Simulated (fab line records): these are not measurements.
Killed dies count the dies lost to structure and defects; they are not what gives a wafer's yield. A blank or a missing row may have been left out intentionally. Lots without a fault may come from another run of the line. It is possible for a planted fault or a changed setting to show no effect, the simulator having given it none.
Check for tools in common / flow nand_harc / Sample size 4 lots and 10 wafers

== REASON FOR OPENING ==
On 2 of the 4 lots, a flag is raised at NHARC_END_SORT_01 on the reading killed_at_array. Fault-free wafers read 29, with a standard deviation of 10.
Rule: a lot is flagged in two cases, either no wafer of it has a number, or all its wafers with numbers fall more than 4 standard deviations from that mean. The other lots count as sound.

lot=L651; measured=day 22 01:53; on=prober-01; killed_at_array, wafer by wafer=30 30 27; flag=
lot=L654; measured=day 23 12:39; on=prober-02; killed_at_array, wafer by wafer=670 664 673; flag=FLAGGED
lot=L655; measured=day 23 21:31; on=prober-02; killed_at_array, wafer by wafer=673 672 672; flag=FLAGGED
lot=L652; measured=day 24 01:34; on=prober-01; killed_at_array, wafer by wafer=25; flag=
On average the flagged lots' numbers are 671, which is +642 against the usual, or +64 standard deviations.

== LOT BY LOT: THE TOOL USED ==
Before the reading, the record contains 3 process steps out of a 1159-step route. Read each cell as the tool, then ch plus the chambers that the sampled wafers visited, then the start.
lot=L651; flag=; NHARC_A_CONTACT_DESCUM_74=rie_diel-13 ch 0,1,2, day 19 01:35; NHARC_A_CONTACT_ETCH_78=rie_diel-13 ch 0,3, day 19 03:22 or earlier; NHARC_A_CONTACT_ETCH_128=har_cap_etch-01 ch 0,1, day 19 03:22
lot=L654; flag=FLAGGED; NHARC_A_CONTACT_DESCUM_74=rie_diel-13 ch 0,2,3, day 20 11:22; NHARC_A_CONTACT_ETCH_78=rie_diel-13 ch 1,2,3, day 20 13:07 or earlier; NHARC_A_CONTACT_ETCH_128=har_cap_etch-02 ch 0,1, day 20 13:07
lot=L655; flag=FLAGGED; NHARC_A_CONTACT_DESCUM_74=rie_diel-13 ch 0,2,3, day 20 12:46; NHARC_A_CONTACT_ETCH_78=rie_diel-13 ch 0,1,3, day 20 14:32 or earlier; NHARC_A_CONTACT_ETCH_128=har_cap_etch-01 ch 0,1, day 20 14:32
lot=L652; flag=; NHARC_A_CONTACT_DESCUM_74=rie_diel-06 ch 0,2,3, day 20 14:03; NHARC_A_CONTACT_ETCH_78=rie_diel-06 ch 0,1,3, day 20 15:53 or earlier; NHARC_A_CONTACT_ETCH_128=har_cap_etch-03 ch 0,1, day 20 15:53
What is done by these steps:
- NHARC_A_CONTACT_DESCUM_74: chemistry O2, time 3 s.
- NHARC_A_CONTACT_ETCH_78: etches the open film in O2/COS, target depth 2800 nm, time 728 s.
- NHARC_A_CONTACT_ETCH_128: etches the open film in C4F8/O2/Ar, time 155 s, target depth 956 nm.
- NHARC_END_SORT_01

== FLAGGED OVER TOTAL, TOOL BY TOOL (the gauges that took the reading come last) ==
step=NHARC_A_CONTACT_DESCUM_74; tool=rie_diel-06; lots run=1; flagged=0; share of the flagged lots=none; sound lots run after its first flagged lot=-
step=NHARC_A_CONTACT_DESCUM_74; tool=rie_diel-13; lots run=3; flagged=2; share of the flagged lots=all; sound lots run after its first flagged lot=0
step=NHARC_A_CONTACT_ETCH_78; tool=rie_diel-06; lots run=1; flagged=0; share of the flagged lots=none; sound lots run after its first flagged lot=-
step=NHARC_A_CONTACT_ETCH_78; tool=rie_diel-13; lots run=3; flagged=2; share of the flagged lots=all; sound lots run after its first flagged lot=0
step=NHARC_A_CONTACT_ETCH_128; tool=har_cap_etch-01; lots run=2; flagged=1; share of the flagged lots=some; sound lots run after its first flagged lot=0
step=NHARC_A_CONTACT_ETCH_128; tool=har_cap_etch-02; lots run=1; flagged=1; share of the flagged lots=some; sound lots run after its first flagged lot=0
step=NHARC_A_CONTACT_ETCH_128; tool=har_cap_etch-03; lots run=1; flagged=0; share of the flagged lots=none; sound lots run after its first flagged lot=-
step=NHARC_END_SORT_01; tool=prober-01; lots run=2; flagged=0; share of the flagged lots=none; sound lots run after its first flagged lot=-
step=NHARC_END_SORT_01; tool=prober-02; lots run=2; flagged=2; share of the flagged lots=all; sound lots run after its first flagged lot=0
Because NHARC_A_CONTACT_ETCH_78 lacks a start for some lots, the hours and order of its lots are taken from NHARC_A_CONTACT_ETCH_128.

== WHAT THE TABLE PERMITS ==
Rows of the table that ran every flagged lot, 3 in all: rie_diel-13 at NHARC_A_CONTACT_DESCUM_74, rie_diel-13 at NHARC_A_CONTACT_ETCH_78, prober-02 at NHARC_END_SORT_01.
- rie_diel-13 at NHARC_A_CONTACT_DESCUM_74: 2 of its 3 lots flagged. Last sound lot L651 at day 19 01:35, first flagged lot L654 at day 20 11:22; a fault beginning in between fits.
- rie_diel-13 at NHARC_A_CONTACT_ETCH_78: 2 of its 3 lots flagged. Last sound lot L651 at day 19 03:22, first flagged lot L654 at day 20 13:07; a fault beginning in between fits.
- prober-02 at NHARC_END_SORT_01: 2 of its 2 lots flagged. In this sample it ran no sound lot ahead of its first flagged lot, so there is no way to narrow down the start.
A lot count leaves these 2 tools indistinguishable: every one of them fits a fault beginning at some hour. More lots, or a look at what each step does to the wafer, might.

== WHAT THE SIMULATOR HAD INSERTED ==
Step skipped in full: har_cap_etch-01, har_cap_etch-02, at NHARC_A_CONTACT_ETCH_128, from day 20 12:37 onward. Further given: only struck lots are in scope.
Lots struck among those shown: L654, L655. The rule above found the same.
